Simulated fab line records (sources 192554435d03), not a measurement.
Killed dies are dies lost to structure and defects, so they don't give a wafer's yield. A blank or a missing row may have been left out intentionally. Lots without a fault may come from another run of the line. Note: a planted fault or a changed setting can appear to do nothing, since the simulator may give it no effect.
Split-lot experiment :: flow n5_finfet :: on a route of 1938 steps: 7 lots, 21 wafers read

## THE SPLIT
At N5_BEOL_M9_COAT_60 (time 60 s, resist thk 30 nm), the setting spin_rpm was moved away from the recipe's 1500 rpm on 7 of the 21 wafers read, by -9.5% to +6.2%. The other wafers ran this setting at the recipe's value.

## FROM THE SPLIT TO THE READING: what the file shows between them, 4 steps
- N5_BEOL_M9_COAT_05: resist thk 90 nm
- N5_BEOL_M9_EBR_07
- N5_BEOL_M9_DESCUM_16: chemistry O2, time 7.9 s
- N5_BEOL_M9_ETCH_61: etches SiARC in CF4, target depth 39 nm, time 65 s

## THE READING
SiARC_of_BEOL_M9_COAT_60.thk_nm (the simulator's own value, which no gauge read), in nm, at N5_BEOL_M9_ETCH_62 (etches SOC in N2/H2, target depth 110 nm, overetch 22 nm, time 165 s). The file does not state a usual value for it. Across the 14 wafers here that went through the recipe, the average is 23.5 nm and the standard deviation 0.18 nm.

wafer: L074.1
tool, chamber at the split: litho_track-01, 0
spin_rpm as run, rpm: 1500
against the recipe: recipe
SiARC_of_BEOL_M9_COAT_60.thk_nm, nm: 23.4
against lot-mates on the recipe: -

wafer: L074.5
tool, chamber at the split: litho_track-01, 0
spin_rpm as run, rpm: 1500
against the recipe: recipe
SiARC_of_BEOL_M9_COAT_60.thk_nm, nm: 23.4
against lot-mates on the recipe: -

wafer: L074.4
tool, chamber at the split: litho_track-01, 0
spin_rpm as run, rpm: 1500
against the recipe: recipe
SiARC_of_BEOL_M9_COAT_60.thk_nm, nm: 23.8
against lot-mates on the recipe: -

wafer: L080.1
tool, chamber at the split: litho_track-05, 0
spin_rpm as run, rpm: 1591
against the recipe: +6.1%
SiARC_of_BEOL_M9_COAT_60.thk_nm, nm: 22.6
against lot-mates on the recipe: -1.0

wafer: L080.5
tool, chamber at the split: litho_track-05, 0
spin_rpm as run, rpm: 1591
against the recipe: +6.1%
SiARC_of_BEOL_M9_COAT_60.thk_nm, nm: 22.6
against lot-mates on the recipe: -1.0

wafer: L080.3
tool, chamber at the split: litho_track-05, 0
spin_rpm as run, rpm: 1500
against the recipe: recipe
SiARC_of_BEOL_M9_COAT_60.thk_nm, nm: 23.6
against lot-mates on the recipe: -

wafer: L079.3
tool, chamber at the split: litho_track-01, 0
spin_rpm as run, rpm: 1500
against the recipe: recipe
SiARC_of_BEOL_M9_COAT_60.thk_nm, nm: 23.8
against lot-mates on the recipe: -

wafer: L079.4
tool, chamber at the split: litho_track-01, 0
spin_rpm as run, rpm: 1593
against the recipe: +6.2%
SiARC_of_BEOL_M9_COAT_60.thk_nm, nm: 22.4
against lot-mates on the recipe: -1.4

wafer: L079.5
tool, chamber at the split: litho_track-01, 0
spin_rpm as run, rpm: 1593
against the recipe: +6.2%
SiARC_of_BEOL_M9_COAT_60.thk_nm, nm: 23
against lot-mates on the recipe: -0.8

wafer: L082.2
tool, chamber at the split: litho_track-05, 0
spin_rpm as run, rpm: 1500
against the recipe: recipe
SiARC_of_BEOL_M9_COAT_60.thk_nm, nm: 23.4
against lot-mates on the recipe: -

wafer: L082.4
tool, chamber at the split: litho_track-05, 0
spin_rpm as run, rpm: 1500
against the recipe: recipe
SiARC_of_BEOL_M9_COAT_60.thk_nm, nm: 23.4
against lot-mates on the recipe: -

wafer: L082.6
tool, chamber at the split: litho_track-05, 0
spin_rpm as run, rpm: 1359
against the recipe: -9.4%
SiARC_of_BEOL_M9_COAT_60.thk_nm, nm: 25.4
against lot-mates on the recipe: +2.0

wafer: L083.2
tool, chamber at the split: litho_track-02, 0
spin_rpm as run, rpm: 1500
against the recipe: recipe
SiARC_of_BEOL_M9_COAT_60.thk_nm, nm: 23.6
against lot-mates on the recipe: -

wafer: L083.6
tool, chamber at the split: litho_track-02, 0
spin_rpm as run, rpm: 1500
against the recipe: recipe
SiARC_of_BEOL_M9_COAT_60.thk_nm, nm: 23.6
against lot-mates on the recipe: -

wafer: L083.4
tool, chamber at the split: litho_track-02, 0
spin_rpm as run, rpm: 1588
against the recipe: +5.9%
SiARC_of_BEOL_M9_COAT_60.thk_nm, nm: 22.8
against lot-mates on the recipe: -0.8

wafer: L088.2
tool, chamber at the split: litho_track-01, 0
spin_rpm as run, rpm: 1500
against the recipe: recipe
SiARC_of_BEOL_M9_COAT_60.thk_nm, nm: 23.2
against lot-mates on the recipe: -

wafer: L088.4
tool, chamber at the split: litho_track-01, 0
spin_rpm as run, rpm: 1500
against the recipe: recipe
SiARC_of_BEOL_M9_COAT_60.thk_nm, nm: 23.2
against lot-mates on the recipe: -

wafer: L088.3
tool, chamber at the split: litho_track-01, 0
spin_rpm as run, rpm: 1358
against the recipe: -9.5%
SiARC_of_BEOL_M9_COAT_60.thk_nm, nm: 25
against lot-mates on the recipe: +1.8

wafer: L095.2
tool, chamber at the split: litho_track-01, 0
spin_rpm as run, rpm: 1500
against the recipe: recipe
SiARC_of_BEOL_M9_COAT_60.thk_nm, nm: 23.6
against lot-mates on the recipe: -

wafer: L095.3
tool, chamber at the split: litho_track-01, 0
spin_rpm as run, rpm: 1500
against the recipe: recipe
SiARC_of_BEOL_M9_COAT_60.thk_nm, nm: 23.6
against lot-mates on the recipe: -

wafer: L095.6
tool, chamber at the split: litho_track-01, 0
spin_rpm as run, rpm: 1500
against the recipe: recipe
SiARC_of_BEOL_M9_COAT_60.thk_nm, nm: 23.6
against lot-mates on the recipe: -

FIT RESULTS
A straight line over all 21 wafers: SiARC_of_BEOL_M9_COAT_60.thk_nm changes by -0.159 nm for each +1% of spin_rpm; r = -0.96; the points scatter about the line by 0.21 nm.
The same after taking each lot's own level away (the mean of its wafers on the recipe; 21 wafers): -0.184 nm for each +1%; r = -0.98; scatter 0.15 nm.
Per that fit: largest spin_rpm move, reading shift of 1.7 nm.
Measured against the standard deviation above, the lots' own levels, which go from 23.20 to 23.80 nm, span 3.3 times it.
So the lot-to-lot level changes the slope: the two fits differ.
Check: with one of the wafers moved furthest among these (-9.5%) left out of the fit, the line predicts +1.78 nm for it against its lot-mates. Against them it came out at +1.8 nm.

## OTHER SPLITS ON THESE WAFERS
Note: prior to the reading, these wafers also went through further splits. Each is held against what the fit with the lots' levels taken away leaves over:
other split on the same wafers: N5_BEOL_M6_EXPOSE_08 dose_mj
wafers away from the commonest value: 5
r with SiARC_of_BEOL_M9_COAT_60.thk_nm (lot level and that fit taken away): -0.29

other split on the same wafers: N5_BEOL_M6_TRENCH_ETCH_37 time_s
wafers away from the commonest value: 8
r with SiARC_of_BEOL_M9_COAT_60.thk_nm (lot level and that fit taken away): +0.23

other split on the same wafers: N5_BEOL_M6_ALD_77 co_reactant_pulse_time_s
wafers away from the commonest value: 4
r with SiARC_of_BEOL_M9_COAT_60.thk_nm (lot level and that fit taken away): +0.02

## THE WHOLE CHAIN: every reading that the file lists as answering this split, in the file's order
step: N5_BEOL_M9_COAT_60
what it does: time 60 s, resist thk 30 nm
reading: SiARC_of_BEOL_M9_COAT_60.thk_nm (the simulator's own value, which no gauge read)
change (the file's fit): -0.149 nm for each +1% of the setting
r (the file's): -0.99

step: N5_BEOL_M9_ETCH_61
what it does: etches SiARC in CF4, target depth 39 nm, time 65 s
reading: etch_rf_on_time_s
change (the file's fit): withheld for each +1% of the setting
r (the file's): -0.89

step: N5_BEOL_M9_ETCH_61
what it does: etches SiARC in CF4, target depth 39 nm, time 65 s
reading: CAR-ArF_of_BEOL_M9_COAT_05.thk_nm (the simulator's own value, which no gauge read)
change (the file's fit): +0.146 nm for each +1% of the setting
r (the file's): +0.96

step: N5_BEOL_M9_ETCH_61
what it does: etches SiARC in CF4, target depth 39 nm, time 65 s
reading: etch.depth_nm (the simulator's own value, which no gauge read)
change (the file's fit): -0.15 nm for each +1% of the setting
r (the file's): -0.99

step: N5_BEOL_M9_ETCH_62
what it does: etches SOC in N2/H2, target depth 110 nm, overetch 22 nm, time 165 s
reading: SiARC_of_BEOL_M9_COAT_60.thk_nm (the simulator's own value, which no gauge read)
change (the file's fit): -0.186 nm for each +1% of the setting
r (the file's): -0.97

## FILE'S OWN FIT
SiARC_of_BEOL_M9_COAT_60.thk_nm changes by -0.186 nm for each +1% of spin_rpm, r = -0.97.
